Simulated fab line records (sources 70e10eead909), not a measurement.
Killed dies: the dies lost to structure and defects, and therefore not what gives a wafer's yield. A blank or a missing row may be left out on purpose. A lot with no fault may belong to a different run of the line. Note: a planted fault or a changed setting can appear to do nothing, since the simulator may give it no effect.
Chamber matching :: flow nand_harc :: cmp-02 running NHARC_A_DECK1_JOINT_CMP_13: 4 sister chambers
The step polishes, target thk 51.023 nm. 4 wafers are shown with their chamber, then 9 later ones without.

== WAFERS PAIRED WITH THEIR CHAMBERS ==
wafer: L086.4
chamber: 0
motor_current_A (A): 10.4

wafer: L088.1
chamber: 3
motor_current_A (A): 12.1

wafer: L088.2
chamber: 1
motor_current_A (A): 13.2

wafer: L088.5
chamber: 2
motor_current_A (A): 11.4

== WAFERS WITHOUT THEIR CHAMBER ==
wafer: L093.2
motor_current_A (A): 12.1

wafer: L093.3
motor_current_A (A): 12.5

wafer: L093.6
motor_current_A (A): 10.4

wafer: L096.2
motor_current_A (A): 11.9

wafer: L096.3
motor_current_A (A): 10.5

wafer: L096.4
motor_current_A (A): 13.3

wafer: L095.3
motor_current_A (A): 13.6

wafer: L095.5
motor_current_A (A): 10.7

wafer: L095.6
motor_current_A (A): 13.7

== WHICH CHAMBER EACH WENT THROUGH ==
wafer: L093.2
from the rows above: 3
in truth: 3

wafer: L093.3
from the rows above: can't be placed: 3 or 1
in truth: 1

wafer: L093.6
from the rows above: 0
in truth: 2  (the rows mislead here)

wafer: L096.2
from the rows above: can't be placed: 3 or 2
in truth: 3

wafer: L096.3
from the rows above: 0
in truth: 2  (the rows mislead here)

wafer: L096.4
from the rows above: 1
in truth: 1

wafer: L095.3
from the rows above: 1
in truth: 1

wafer: L095.5
from the rows above: can't be placed: 0 or 2
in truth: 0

wafer: L095.6
from the rows above: 1
in truth: 1
Correctly placed: 4 of 9. Unplaceable from these rows: 3, with the true chamber sitting among the candidates in 3. Wrongly placed: 2.
How it was worked out, from the rows above alone: a wafer's distance from a chamber is the root of the sum, over the readings, of the square of ((its reading less the chamber's mean) divided by the reading's scatter). The wafer belongs to the nearest chamber; if the next one is less than 2 further off, it can't be placed. The mean given for a chamber averages the wafers shown for that chamber. The scatter: with one shown wafer a chamber, the root of the mean of the squares of how far each hidden wafer lies from its nearest shown one.
